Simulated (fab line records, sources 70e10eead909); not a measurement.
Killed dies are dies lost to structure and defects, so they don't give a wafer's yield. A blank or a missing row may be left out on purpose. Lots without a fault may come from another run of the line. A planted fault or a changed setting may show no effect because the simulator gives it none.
One fault seen from 2 desks | flow nand_harc | each desk has only its own numbers; what lay behind them comes last

THE DEFECT DESK
What the inspections along the route counted, lot by lot: means of the sampled wafers that have a number. A lot is out of limits, marked OUT, if its mean lies more than 4 standard deviations from the usual mean; the brackets give that distance.
Columns: A = raw_defect_count at NHARC_HYBRID_BOND_INSPECT_06, usual 88
lot  | first seen here | A
L109 | day 23 08:56    | 76
L111 | day 24 02:58    | 61
L112 | day 25 03:21    | 106
L113 | day 25 07:44    | 111
L115 | day 26 16:08    | 166
L118 | day 27 19:19    | 133
L121 | day 28 09:44    | 93
L123 | day 29 14:17    | 69
L125 | day 30 12:41    | 94
L126 | day 30 12:41    | 114
L127 | day 30 20:33    | 75
L132 | day 33 12:54    | 62
This desk's finding: nothing out of limits on any of the 12 lots.

THE METROLOGY DESK
What the gauges read, lot by lot, whatever tool the lot ran on: means of the sampled wafers that have a number. A lot is out of limits, marked OUT, if its mean lies more than 4 standard deviations from the usual mean; the brackets give that distance.
Columns: A = thk_nm at NHARC_THIN_TSV_THK_MEAS_02, usual 3029 nm
lot  | first seen here | A
L109 | day 23 10:35    | 3027
L111 | day 24 04:36    | 3085
L112 | day 26 05:35    | 3296
L113 | day 26 08:00    | 3183
L115 | day 26 17:47    | 2862
L118 | day 27 20:58    | 2749
L121 | day 28 11:23    | 3192
L123 | day 29 15:55    | 3149
L125 | day 30 19:20    | 2660
L126 | day 30 20:32    | 3240
L127 | day 30 22:11    | 2890
L132 | day 33 15:44    | 2855
This desk's finding: nothing out of limits on any of the 12 lots.

PUT TOGETHER
The defect desk saw nothing out of limits.
The metrology desk saw nothing out of limits.

WHAT THE SIMULATOR HAD PUT IN
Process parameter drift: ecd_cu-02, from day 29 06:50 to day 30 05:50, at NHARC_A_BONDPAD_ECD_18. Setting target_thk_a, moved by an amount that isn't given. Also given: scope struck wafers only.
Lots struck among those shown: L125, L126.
